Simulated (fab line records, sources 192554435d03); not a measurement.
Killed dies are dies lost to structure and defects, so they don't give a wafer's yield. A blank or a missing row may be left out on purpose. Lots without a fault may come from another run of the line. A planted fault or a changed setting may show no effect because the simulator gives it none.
Tool commonality check | flow n5_finfet | 8 lots, 24 wafers sampled

WHY IT WAS OPENED
At N5_BEOL_M4_RC_MEAS_101 the reading REXT_N is flagged on 2 of 8 lots. Wafers without a fault read 75.3 ohm.um, standard deviation 1.4.
Rule: a lot is flagged when every wafer of it that has a number lies more than 4 standard deviations from that mean, or none has a number. The other lots count as sound.

lot  | measured     | on        | REXT_N (ohm.um), wafer by wafer | flag
L568 | day 9 02:06  | prober-02 | 77.8 78.8 78.5                  |
L570 | day 9 11:50  | prober-02 | 73.8 73.4 73.4                  |
L573 | day 10 09:09 | prober-01 | 75.6 75.2 75.4                  |
L580 | day 12 04:38 | prober-02 | 85.2 86.5 85.6                  | FLAGGED
L579 | day 12 10:47 | prober-02 | 86.1 87.2 87.2                  | FLAGGED
L586 | day 13 21:12 | prober-01 | 74.7 75.6 74.2                  |
L587 | day 14 01:19 | prober-02 | 77.4 76.1 75.9                  |
L588 | day 14 04:28 | prober-02 | 75.5 74.2 74.5                  |
The numbers of the flagged lots are 86.3 ohm.um on average: +11.0 ohm.um against the usual, or +8 standard deviations.

WHICH TOOL RAN EACH LOT
The record holds 4 process steps before the reading, out of a route of 1938 steps. In each cell: the tool, then ch and the chambers that the sampled wafers went through, then the start.
lot  | flag    | N5_DUMMY_GATE_ETCH_42             | N5_DUMMY_GATE_STRIP_48            | N5_SPACER0_ALD_00                | N5_SD_EPI_P_VAPOR_ETCH_44
L568 |         | rie_diel-04 ch 0,1,3, day 3 12:10 | rie_diel-04 ch 0,1,3, day 3 12:13 | ald_sin-04 ch 0,2,3, day 3 12:35 | epi_rpcvd-02 ch 0, day 3 19:04
L570 |         | rie_diel-04 ch 1,2, day 4 03:43   | rie_diel-04 ch 1,2, day 4 03:46   | ald_sin-03 ch 0,1, day 4 05:01   | epi_rpcvd-02 ch 0, day 4 14:37
L573 |         | rie_diel-02 ch 0,3, day 4 19:59   | rie_diel-02 ch 0,3, day 4 20:02   | ald_sin-03 ch 0,3, day 4 21:20   | epi_rpcvd-02 ch 0, day 5 05:12
L580 | FLAGGED | rie_diel-02 ch 0,3, day 6 13:27   | rie_diel-02 ch 0,3, day 6 13:29   | ald_sin-03 ch 1,2,3, day 6 13:52 | epi_rpcvd-02 ch 0, day 6 21:42
L579 | FLAGGED | rie_diel-04 ch 0,2,3, day 6 06:31 | rie_diel-04 ch 0,2,3, day 6 06:34 | ald_sin-03 ch 0,2,3, day 6 06:58 | epi_rpcvd-02 ch 0, day 6 14:55
L586 |         | rie_diel-04 ch 0,2, day 8 00:34   | rie_diel-04 ch 0,2, day 8 00:37   | ald_sin-02 ch 2,3, day 8 01:00   | epi_rpcvd-04 ch 0, day 8 08:26
L587 |         | rie_diel-02 ch 1,2,3, day 8 08:18 | rie_diel-02 ch 1,2,3, day 8 08:20 | ald_sin-04 ch 1,3, day 8 09:02   | epi_rpcvd-01 ch 0, day 8 17:22
L588 |         | rie_diel-01 ch 0,2,3, day 8 14:18 | rie_diel-01 ch 0,2,3, day 8 14:20 | ald_sin-02 ch 0,2,3, day 8 14:43 | epi_rpcvd-01 ch 0, day 8 21:33
What these steps do:
- N5_DUMMY_GATE_ETCH_42: etches SiO2 in CHF3/O2, target depth 3.5 nm, time 31 s.
- N5_DUMMY_GATE_STRIP_48: strips in N2/H2, time 20 s.
- N5_SPACER0_ALD_00: deposits SiOCN, target thk 3.5 nm, pulse time 3 s, purge time 2 s.
- N5_SD_EPI_P_VAPOR_ETCH_44: etches SiGe30 in NF3/Ar, time 3.3 s.
- N5_BEOL_M4_RC_MEAS_101

FLAGGED OVER TOTAL, TOOL BY TOOL (the gauges that took the reading come last)
step                      | tool         | lots run | flagged | share of the flagged lots | sound lots run after its first flagged lot
N5_DUMMY_GATE_ETCH_42     | rie_diel-01  | 1        | 0       | none                      | -
N5_DUMMY_GATE_ETCH_42     | rie_diel-02  | 3        | 1       | some                      | 1 (L587)
N5_DUMMY_GATE_ETCH_42     | rie_diel-04  | 4        | 1       | some                      | 1 (L586)
N5_DUMMY_GATE_STRIP_48    | rie_diel-01  | 1        | 0       | none                      | -
N5_DUMMY_GATE_STRIP_48    | rie_diel-02  | 3        | 1       | some                      | 1 (L587)
N5_DUMMY_GATE_STRIP_48    | rie_diel-04  | 4        | 1       | some                      | 1 (L586)
N5_SPACER0_ALD_00         | ald_sin-02   | 2        | 0       | none                      | -
N5_SPACER0_ALD_00         | ald_sin-03   | 4        | 2       | all                       | 0
N5_SPACER0_ALD_00         | ald_sin-04   | 2        | 0       | none                      | -
N5_SD_EPI_P_VAPOR_ETCH_44 | epi_rpcvd-01 | 2        | 0       | none                      | -
N5_SD_EPI_P_VAPOR_ETCH_44 | epi_rpcvd-02 | 5        | 2       | all                       | 0
N5_SD_EPI_P_VAPOR_ETCH_44 | epi_rpcvd-04 | 1        | 0       | none                      | -
N5_BEOL_M4_RC_MEAS_101    | prober-01    | 2        | 0       | none                      | -
N5_BEOL_M4_RC_MEAS_101    | prober-02    | 6        | 2       | all                       | 2 (L587,L588)

WHAT THE TABLE ALLOWS
3 rows of the table ran every flagged lot: ald_sin-03 at N5_SPACER0_ALD_00, epi_rpcvd-02 at N5_SD_EPI_P_VAPOR_ETCH_44, prober-02 at N5_BEOL_M4_RC_MEAS_101.
- ald_sin-03 at N5_SPACER0_ALD_00: 2 of its 4 lots flagged. Its last sound lot is L573 (day 4 21:20), its first flagged lot L579 (day 6 06:58): a fault that began between those two fits.
- epi_rpcvd-02 at N5_SD_EPI_P_VAPOR_ETCH_44: 2 of its 5 lots flagged. Its last sound lot is L573 (day 5 05:12), its first flagged lot L579 (day 6 14:55): a fault that began between those two fits.
- prober-02 at N5_BEOL_M4_RC_MEAS_101: 2 of its 6 lots flagged. Sound lots ran on it after the first flagged one (L587, L588), which a lasting fault on the whole tool wouldn't allow.
Counting lots can't tell these 2 tools apart, because each fits a fault that began at some hour. More lots, or a look at what each step does to the wafer, might.

WHAT THE SIMULATOR HAD PUT IN
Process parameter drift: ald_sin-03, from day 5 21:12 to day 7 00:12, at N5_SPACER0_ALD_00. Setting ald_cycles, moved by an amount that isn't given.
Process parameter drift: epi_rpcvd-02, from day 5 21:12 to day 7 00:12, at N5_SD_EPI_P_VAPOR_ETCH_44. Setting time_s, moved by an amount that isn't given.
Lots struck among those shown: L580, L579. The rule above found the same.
